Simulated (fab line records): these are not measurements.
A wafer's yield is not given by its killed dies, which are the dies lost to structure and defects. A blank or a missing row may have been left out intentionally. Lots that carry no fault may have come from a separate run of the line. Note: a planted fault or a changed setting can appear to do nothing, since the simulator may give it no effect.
fab line records + flow n5-finfet + part 2 of 2: steps 9 to 9 of 9
record
- lots=8
- wafers=21
- last-day=18
route steps=1938 shown BEOL_M7@1276 BEOL_M15@1830 PASSIVATION@1936
lots untouched by any fault: they come from a run of this same line in which no faults occurred
start-h: hours from the record's opening day to when the first of the lot's shown wafers began + wait-h: how many hours have passed since the lot's step before this one + " identical to the entry in the row above + L1.1+2: a row that stands for several wafers + - either no value or no given start + * or withheld: withheld + < > ~ a bound
route shown NAME@n: names a module that has steps shown in the file, with the first one's number in the route + usual: mean and standard deviation over wafers with no fault + same: alike in all rows + chamber/n: place in a boat + sites: each site's reading + _std_site: the values' standard deviation + _edge_site: mean of outer sites minus mean of inner sites + radius-mm: for every site, how far away it sits from the centre of the wafer + mask NAME#n: copy n + behind: tool/chamber where the wafer was last shaped + hold: why the lot went on hold/how many hours it stayed there/how the hold came to an end + device: whichever transistor did not switch (one of n, p or np) + end of line: tests of these same wafers at the route's end + a step without rows: its recipe alone + killed: at the first sort, the dies lost to defects and structure; wafer yield is something else + map: a wafer's dies, x killed, . not, _ none there
set.NAME: the setting as run; set.NAME@STEP: as run at that earlier step + model.NAME: the simulator's own value behind a step, which no gauge read
the route's steps for a sample of lots (tables are steps, rows are wafers)
services: from which hour (start-h, from the record's first day; less than 0 if before it) a tool's chamber was out of use, for how many hours, and why
## steps
# step N5_PASSIVATION_PROBE_49
# usual
- defect-limited-yield=91.7/1.4
- killed_at_M0_to_M3=32/9.7
- killed_at_M4_up=14/5.5
- killed-at-contacts=13/6.1
- killed-at-front-end=35/10
- killed-at-other=4.2/2.9
- killed-dies=98/17
- killed-open=63/12
- killed-short=32/7.7
- sort_bin_5_function=4.8/0.9
- sort_bin_6_memory=3.1/0.63
- sort_bin_8_speed=1/3.3
- sort-n-pass=1073/41
# same
- gross-dies=1180
- killed-at-back-side=0
- sort_bin_4_leakage[%]=0
| lot.wafer | tool      | chamber | start-h | wait-h | defect-limited-yield[%] | killed_at_M0_to_M3 | killed_at_M4_up | killed-at-contacts | killed-at-front-end | killed-at-other | killed-dies | killed-open | killed-short | sort_bin_5_function[%] | sort_bin_6_memory[%] | sort_bin_8_speed[%] | sort-n-pass |
|-----------|-----------|---------|---------|--------|-------------------------|--------------------|-----------------|--------------------|---------------------|-----------------|-------------|-------------|--------------|------------------------|----------------------|---------------------|-------------|
| L173.1    | prober-02 | -       | 276.29  | 0.0    | 89.7                    | 28                 | 28              | 11                 | 48                  | 7               | 122         | 74          | 42           | 6.0                    | 3.7                  | 0                   | 1058        |
| L173.2    | prober-02 | -       | 276.34  | 0.1    | 93.0                    | 13                 | 23              | 8                  | 34                  | 5               | 83          | 53          | 28           | 4.3                    | 2.5                  | 0                   | 1097        |
| L173.5    | prober-02 | -       | 276.49  | 0.2    | 91.3                    | 34                 | 23              | 13                 | 29                  | 4               | 103         | 62          | 39           | 5.0                    | 3.5                  | 0                   | 1076        |
| L176.4    | prober-01 | -       | 292.42  | 0.2    | 93.6                    | 22                 | 12              | 8                  | 34                  | 0               | 76          | 43          | 32           | 3.8                    | 2.5                  | 0                   | 1104        |
| L176.5    | prober-01 | -       | 292.47  | 0.2    | 92.5                    | 23                 | 17              | 19                 | 28                  | 2               | 89          | 66          | 23           | 4.0                    | 3.2                  | 0                   | 1091        |
| L176.6    | prober-01 | -       | 292.52  | 0.3    | 90.1                    | 30                 | 24              | 24                 | 39                  | 0               | 117         | 79          | 29           | 5.3                    | 3.7                  | 0                   | 1063        |
| L181.4    | prober-02 | -       | 319.86  | 0.2    | 91.4                    | 31                 | 10              | 14                 | 43                  | 4               | 102         | 68          | 31           | 5.1                    | 3.0                  | 0                   | 1078        |
| L181.5    | prober-02 | -       | 319.91  | 0.2    | 90.0                    | 42                 | 9               | 15                 | 49                  | 3               | 118         | 76          | 38           | 5.4                    | 4.0                  | 0                   | 1062        |
| L182.1    | prober-02 | -       | 331.86  | 0.0    | 92.4                    | 33                 | 8               | 7                  | 37                  | 5               | 90          | 66          | 23           | 4.5                    | 3.0                  | 0                   | 1090        |
| L182.4    | prober-02 | -       | 332.01  | 0.2    | 92.8                    | 29                 | 16              | 17                 | 23                  | 0               | 85          | 53          | 30           | 4.4                    | 2.7                  | 0                   | 1095        |
| L182.5    | prober-02 | -       | 332.06  | 0.2    | 92.7                    | 26                 | 7               | 13                 | 36                  | 4               | 86          | 53          | 32           | 4.2                    | 3.0                  | 0                   | 1094        |
| L187.1    | prober-02 | -       | 371.98  | 0.1    | 92.3                    | 29                 | 8               | 17                 | 35                  | 2               | 91          | 53          | 28           | 4.0                    | 2.8                  | 0                   | 1089        |
| L187.4    | prober-02 | -       | 372.13  | 0.2    | 92.5                    | 28                 | 12              | 13                 | 35                  | 1               | 89          | 60          | 27           | 4.3                    | 2.9                  | 27                  | 774         |
| L187.5    | prober-02 | -       | 372.18  | 0.3    | 92.6                    | 23                 | 16              | 9                  | 37                  | 2               | 87          | 57          | 23           | 3.9                    | 2.7                  | 0                   | 1093        |
| L192.2    | prober-02 | -       | 403.49  | 0.1    | 93.6                    | 34                 | 4               | 11                 | 19                  | 8               | 76          | 55          | 20           | 3.9                    | 2.3                  | 0                   | 1104        |
| L192.3    | prober-02 | -       | 403.54  | 0.1    | 94.0                    | 8                  | 11              | 5                  | 31                  | 16              | 71          | 42          | 25           | 3.6                    | 1.9                  | 0                   | 1109        |
| L192.4    | prober-02 | -       | 403.59  | 0.2    | 92.3                    | 20                 | 14              | 21                 | 30                  | 6               | 91          | 66          | 24           | 4.5                    | 3.0                  | 0                   | 1089        |
| L193.2    | prober-01 | -       | 414.82  | 0.1    | 93.1                    | 32                 | 5               | 15                 | 24                  | 5               | 81          | 56          | 23           | 4.2                    | 2.4                  | 0                   | 1099        |
| L193.3    | prober-01 | -       | 414.87  | 0.1    | 90.8                    | 33                 | 13              | 12                 | 47                  | 3               | 108         | 60          | 38           | 5.1                    | 3.1                  | 0                   | 1072        |
| L194.2    | prober-02 | -       | 427.49  | 0.1    | 92.7                    | 23                 | 9               | 9                  | 41                  | 4               | 86          | 56          | 28           | 4.5                    | 2.8                  | 0                   | 1094        |
| L194.6    | prober-02 | -       | 427.69  | 0.3    | 92.1                    | 28                 | 5               | 10                 | 49                  | 1               | 93          | 49          | 37           | 4.7                    | 2.5                  | 0                   | 1087        |
# killed by level:class
L173.1 BEOL_M4:geometric-particle:open=11 MOL_CONTACT_COAG:geometric-particle:open=10 STI_FIN_REVEAL:geometric-particle:open=8 BEOL_M0_SAQP:geometric-particle:short=8 DUMMY_GATE:geometric-particle:open=7 BEOL_M5:geometric-particle:open=6 MIM_TOP_ETCH:geometric-particle:short=6 FIN_SAQP:geometric-particle:short=5
L173.2 BEOL_M4:geometric-particle:open=14 STI_FIN_REVEAL:geometric-particle:open=8 FIN_SAQP:geometric-particle:short=6 MOL_CONTACT_COAG:geometric-particle:open=5 FIN_SAQP:geometric-particle:open=4 DUMMY_GATE:geometric-particle:open=4 BEOL_M0_SAQP:geometric-particle:short=4 BEOL_M0_SAQP:geometric-particle:open=4
L173.5 BEOL_M4:geometric-particle:open=15 MOL_CONTACT_COAG:geometric-particle:open=13 FIN_SAQP:geometric-particle:short=9 BEOL_M2:geometric-particle:open=9 BEOL_M1:geometric-particle:short=7 BEOL_M1:geometric-particle:open=5 BEOL_M0_SAQP:geometric-particle:short=4 DUMMY_GATE:geometric-particle:open=3
L176.4 BEOL_M1:geometric-particle:open=9 FIN_SAQP:geometric-particle:short=8 STI_FIN_REVEAL:geometric-particle:open=8 MOL_CONTACT_COAG:geometric-particle:open=6 BEOL_M0_SAQP:geometric-particle:short=5 ILD0:geometric-particle:short=4 BEOL_M3:geometric-particle:open=4 BEOL_M5:geometric-particle:open=4
L176.5 MOL_CONTACT_COAG:geometric-particle:open=18 BEOL_M1:geometric-particle:open=7 BEOL_M4:geometric-particle:open=6 BEOL_M5:geometric-particle:open=6 BEOL_M0_SAQP:geometric-particle:short=5 BEOL_M3:geometric-particle:open=5 STI_FIN_REVEAL:geometric-particle:short=4 STI_FIN_REVEAL:geometric-particle:open=4
L176.6 MOL_CONTACT_COAG:geometric-particle:open=18 BEOL_M4:geometric-particle:open=11 HKMG_FIN:area-etch=9 BEOL_M3:geometric-particle:open=8 FIN_SAQP:geometric-particle:open=6 MOL_CONTACT_COAG:geometric-particle:short=6 BEOL_M1:geometric-particle:open=6 BEOL_M0_SAQP:geometric-particle:open=6
L181.4 STI_FIN_REVEAL:geometric-particle:open=15 MOL_CONTACT_COAG:geometric-particle:open=12 BEOL_M1:geometric-particle:open=8 FIN_SAQP:geometric-particle:open=7 BEOL_M2:geometric-particle:open=7 BEOL_M3:geometric-particle:open=5 FIN_SAQP:geometric-particle:short=4 GATE_CUT:geometric-particle:short=4
L181.5 MOL_CONTACT_COAG:geometric-particle:open=14 STI_FIN_REVEAL:geometric-particle:open=10 BEOL_M1:geometric-particle:open=10 BEOL_M2:geometric-particle:open=9 FIN_SAQP:geometric-particle:short=7 DUMMY_GATE:geometric-particle:open=6 BEOL_M4:geometric-particle:open=5 BEOL_M0_SAQP:geometric-particle:open=5
L182.1 BEOL_M3:geometric-particle:open=11 BEOL_M2:geometric-particle:open=10 FIN_SAQP:geometric-particle:open=9 MOL_CONTACT_COAG:geometric-particle:open=6 FIN_SAQP:geometric-particle:short=5 GATE_CUT:geometric-particle:open=4 GATE_CUT:geometric-particle:short=4 BEOL_M6:geometric-particle:open=4
L182.4 MOL_CONTACT_COAG:geometric-particle:open=12 BEOL_M4:geometric-particle:open=7 BEOL_M1:geometric-particle:open=6 GATE_CUT:geometric-particle:short=5 MOL_CONTACT_COAG:geometric-particle:short=5 BEOL_M0_SAQP:geometric-particle:short=5 BEOL_M0_SAQP:geometric-particle:open=5 BEOL_M3:geometric-particle:open=5
L182.5 FIN_SAQP:geometric-particle:open=13 MOL_CONTACT_COAG:geometric-particle:open=9 BEOL_M2:geometric-particle:open=9 FIN_SAQP:geometric-particle:short=5 GATE_CUT:geometric-particle:short=5 BEOL_M3:geometric-particle:open=5 BEOL_M0_SAQP:geometric-particle:short=4 GATE_CUT:geometric-particle:open=4
L187.1 BEOL_M2:geometric-particle:open=13 MOL_CONTACT_COAG:geometric-particle:open=10 HKMG_FIN:area-etch=7 MOL_CONTACT_COAG:geometric-particle:short=6 STI_FIN_REVEAL:geometric-particle:open=5 BEOL_M3:geometric-particle:open=5 FIN_SAQP:geometric-particle:open=4 GATE_CUT:geometric-particle:short=4
L187.4 MOL_CONTACT_COAG:geometric-particle:open=12 BEOL_M3:geometric-particle:open=8 BEOL_M0_SAQP:geometric-particle:open=6 BEOL_M0_SAQP:geometric-particle:short=6 FIN_SAQP:geometric-particle:short=5 GATE_CUT:geometric-particle:short=5 GATE_CUT:geometric-particle:open=5 BEOL_M2:geometric-particle:open=5
L187.5 MOL_CONTACT_COAG:geometric-particle:open=9 FIN_SAQP:geometric-particle:open=8 FIN_SAQP:geometric-particle:short=7 BEOL_M0_SAQP:geometric-particle:open=6 HKMG_FIN:area-etch=5 STI_FIN_REVEAL:geometric-particle:open=4 BEOL_M0_SAQP:geometric-particle:short=4 BEOL_M3:geometric-particle:open=4
L192.2 BEOL_M2:geometric-particle:open=12 MOL_CONTACT_COAG:geometric-particle:open=10 BEOL_M0_SAQP:geometric-particle:open=6 PASS1_CAP:geometric-particle:open=6 BEOL_M1:geometric-particle:open=6 FIN_SAQP:geometric-particle:open=5 FIN_SAQP:geometric-particle:short=5 BEOL_M1:geometric-particle:short=3
L192.3 STARTING-WAFER:geometric-particle:short=7 FIN_SAQP:geometric-particle:open=5 BEOL_M4:geometric-particle:open=5 MOL_CONTACT_COAG:geometric-particle:open=4 PASS1_CAP:geometric-particle:short=4 FIN_SAQP:geometric-particle:short=3 STI_FIN_REVEAL:geometric-particle:open=3 MIM_TOP_ETCH:geometric-particle:open=3
L192.4 MOL_CONTACT_COAG:geometric-particle:open=21 BEOL_M1:geometric-particle:open=7 FIN_SAQP:geometric-particle:open=5 BEOL_M4:geometric-particle:open=5 STARTING-WAFER:geometric-particle:short=5 FIN_SAQP:geometric-particle:short=4 STI_FIN_REVEAL:geometric-particle:open=4 GATE_CUT:geometric-particle:short=3
L193.2 MOL_CONTACT_COAG:geometric-particle:open=12 BEOL_M0_SAQP:geometric-particle:open=12 BEOL_M2:geometric-particle:open=6 STI_FIN_REVEAL:geometric-particle:open=5 GATE_CUT:geometric-particle:short=4 BEOL_M0_SAQP:geometric-particle:short=4 FIN_SAQP:geometric-particle:short=3 MOL_CONTACT_COAG:geometric-particle:short=3
L193.3 BEOL_M3:geometric-particle:open=9 FIN_SAQP:geometric-particle:short=8 MOL_CONTACT_COAG:geometric-particle:open=8 HKMG_FIN:area-etch=8 BEOL_M1:geometric-particle:open=7 FIN_SAQP:geometric-particle:open=6 GATE_CUT:geometric-particle:short=6 BEOL_M0_SAQP:geometric-particle:open=5
L194.2 STI_FIN_REVEAL:geometric-particle:open=10 FIN_SAQP:geometric-particle:short=9 BEOL_M0_SAQP:geometric-particle:short=9 MOL_CONTACT_COAG:geometric-particle:open=7 BEOL_M0_SAQP:geometric-particle:open=7 FIN_SAQP:geometric-particle:open=6 DUMMY_GATE:geometric-particle:open=5 BEOL_M2:geometric-particle:open=4
L194.6 FIN_SAQP:geometric-particle:open=13 FIN_SAQP:geometric-particle:short=12 MOL_CONTACT_COAG:geometric-particle:open=7 BEOL_M0_SAQP:geometric-particle:short=7 BEOL_M0_SAQP:geometric-particle:open=6 BEOL_M2:geometric-particle:open=6 BEOL_M1:geometric-particle:open=4 STARTING-WAFER:geometric-particle:short=4
## services
| tool        | chamber | start-h | hours | kind                          |
|-------------|---------|---------|-------|-------------------------------|
| rie-diel-01 | 3       | 198.80  | 7.3   | repair                        |
| rie-diel-01 | 3       | 211.77  | 18.5  | repair                        |
| rie-diel-01 | 3       | 268.96  | -     | clean                         |
| rie-diel-01 | 3       | 268.96  | -     | consumable-replace:focus-ring |
| rie-diel-01 | 3       | 268.96  | -     | consumable-replace:showerhead |
| rie-diel-01 | 3       | 268.96  | 16.1  | scheduled-down                |
| rie-diel-01 | 3       | 268.96  | 16.1  | vent-cycle                    |
| rie-diel-02 | 3       | 289.51  | -     | clean                         |
| rie-diel-02 | 3       | 289.51  | -     | consumable-replace:focus-ring |
| rie-diel-02 | 3       | 289.51  | -     | consumable-replace:showerhead |
| rie-diel-02 | 3       | 289.51  | 19.7  | scheduled-down                |
| rie-diel-02 | 3       | 289.51  | 19.7  | vent-cycle                    |
| rie-diel-01 | 2       | 294.63  | -     | clean                         |
| rie-diel-01 | 2       | 294.63  | -     | consumable-replace:focus-ring |
| rie-diel-01 | 2       | 294.63  | -     | consumable-replace:showerhead |
| rie-diel-01 | 2       | 294.63  | 22.6  | scheduled-down                |
| rie-diel-01 | 2       | 294.63  | 22.6  | vent-cycle                    |
